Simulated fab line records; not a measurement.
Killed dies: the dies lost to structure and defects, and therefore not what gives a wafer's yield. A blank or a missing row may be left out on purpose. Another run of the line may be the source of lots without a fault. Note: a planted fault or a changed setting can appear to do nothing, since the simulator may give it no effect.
Struck lot and sound lot, side by side -- flow n5Finfet -- 19 steps out of a route of 1938
Sound: the wafers L764.3, L764.4, L764.6. Wafers struck: L776.1, L776.4, L776.6. The cause comes at the end.
Per side, at each step with rows, come the tool, then ch with its chambers, and then its first start. Under that, the readings that differ: sound wafers -- struck wafers -- difference of the means -- sigmas: that difference in standard deviations of wafers without a fault.
alike: words and numbers the same on both sides, and readings whose means are apart by under 2 such deviations; not compared: readings that were withheld, readings missing a value for some wafer, numbers with overlapping values and no deviation given by the record, and bounds like >300 which may hide the same value.
The two part at a step that has a row with sigmas, a row that says differs or no value, or rows on one side only. Numbers that have no deviation but don't overlap get no sigmas and don't part them. A reading missing from all wafers of one side parts the sides only when that side holds two or more wafers.

first, 7 steps without rows for these wafers: N5_BEOL_M9_COAT_60 (time 60 s, resist thk 30 nm); N5_BEOL_M9_COAT_05 (resist thk 90 nm); N5_BEOL_M9_EBR_07; N5_BEOL_M9_SOFTBAKE_06 (time 60 s); N5_BEOL_M9_EXPOSE_08 (exposes mask M9); N5_BEOL_M9_PEB_09 (peb time 60 s); N5_BEOL_M9_DEVELOP_10 (develop time 30 s).
N5_BEOL_M9_CD_MEAS_11 targets a cd of 64.1 nm.
  sound on cdSem-03 ch 0, day 10 10:12; struck on cdSem-03 ch 0, day 13 15:26
  alike: cdNm
N5_BEOL_M9_OVL_MEAS_12:
  sound on overlay-01 ch 0, day 10 10:13; struck on overlay-01 ch 0, day 13 15:28
  alike: M9_OVL
N5_BEOL_M9_INSPECT_13: inspects for defects (brightfield).
  sound on defectInspect-02 at day 10 10:15; struck on defectInspect-02 at day 13 15:29
  alike: rawDefectCount
N5_BEOL_M9_DESCUM_16: chemistry O2, time 7.9 s.
  sound on rieDiel-04 ch 1,2, day 10 10:17; struck on rieDiel-04 ch 0,1,3, day 13 16:22
  alike: chamberPressureMTorr, drypumpMotorCurrentA, oesProductAu, rfVppV, showerheadPlenumPTorr, throttleValvePct
  not compared: rfHoursCounterH
N5_BEOL_M9_ETCH_61: etches SiARC in CF4, target depth 39 nm, time 65 s.
  sound on rieDiel-04 ch 1,2, day 10 10:19; struck on rieDiel-04 ch 0,1,3, day 13 16:24
  alike: biasW, cf4FlowSccm, chamberPressureMTorr, drypumpMotorCurrentA, etchRfOnTimeS, oesProductAu, rfVppV, showerheadPlenumPTorr, throttleValvePct
  not compared: rfHoursCounterH
N5_BEOL_M9_ETCH_62: etches SOC in N2/H2, target depth 110 nm, overetch 22 nm, time 165 s.
  sound on rieDiel-04 ch 1,2, day 10 10:22; struck on rieDiel-04 ch 0,1,3, day 13 16:27
  no value came back on the struck wafers for any of 7 readings (biasW (W), chamberPressureMTorr (mTorr) and others); on the sound wafers biasW (W) reads 150.2 150.0 149.0
reading,sound,struck,difference,sigmas
model.CAR-ArF_of_BEOL_M9_COAT_05.thkNm (nm),0 0 0,55.6 55.6 55.6,+55.6,
model.SiARC_of_BEOL_M9_COAT_60.thkNm (nm),23.4 23.4 23.2,30 30 30,+7,
  not compared: rfHoursCounterH
then, 1 step without rows for these wafers: N5_BEOL_M9_STRIP_68 (strips in N2/H2).
N5_BEOL_M9_STRIP_67: strips in CF4.
  sound on rieDiel-04 ch 1,2, day 10 10:31; struck on rieDiel-04 ch 0,1,3, day 13 16:35
  alike: chamberPressureMTorr, drypumpMotorCurrentA, oesProductAu, rfVppV, showerheadPlenumPTorr, throttleValvePct
  not compared: rfHoursCounterH
N5_BEOL_M9_HM_OPEN_17: chemistry Cl2/BCl3, target TiN, target depth 20 nm, overetch 6 nm.
  sound on rieMetal-03 ch 0,1, day 10 10:35; struck on rieMetal-01 ch 0, day 13 16:38
reading,sound,struck,difference,sigmas
oesProductAu (a.u.),0.68 0.58 0.58,0.32 0.32 0.32,-0.29,-4
throttleValvePct (%),22.23 21.83 21.82,22.70 22.71 22.71,+0.75,+4
  alike: chamberPressureMTorr, drypumpMotorCurrentA
  not compared: rfHoursCounterH
N5_BEOL_M9_STRIP_19: strips in O2.
  sound on rieDiel-05 ch 2,3, day 10 10:49; struck on rieDiel-04 ch 1,2,3, day 13 16:52
reading,sound,struck,difference,sigmas
oesProductAu (a.u.),0.71 0.67 0.66,0.82 0.98 0.87,+0.21,+2
throttleValvePct (%),16.79 16.86 16.84,16.28 16.48 16.42,-0.44,-2
  alike: chamberPressureMTorr, drypumpMotorCurrentA, rfVppV, showerheadPlenumPTorr
  not compared: rfHoursCounterH
N5_BEOL_M9_CD_MEAS_18: pitch 140 nm, target cd 70 nm.
  sound on cdSem-02 at day 10 10:53; struck on cdSem-02 at day 13 16:56
reading,sound,struck,difference,sigmas
cdNm (nm),69.2 69.2 69.2,- - -,no value on the struck wafers,
then, 1 step without rows for these wafers: N5_BEOL_M9_COAT_63 (time 60 s, resist thk 60 nm).

WHERE THEY PART
At N5_BEOL_M9_ETCH_62 first; at N5_BEOL_M9_CD_MEAS_18 last (within this record only).

WHY: the cause the simulator had injected
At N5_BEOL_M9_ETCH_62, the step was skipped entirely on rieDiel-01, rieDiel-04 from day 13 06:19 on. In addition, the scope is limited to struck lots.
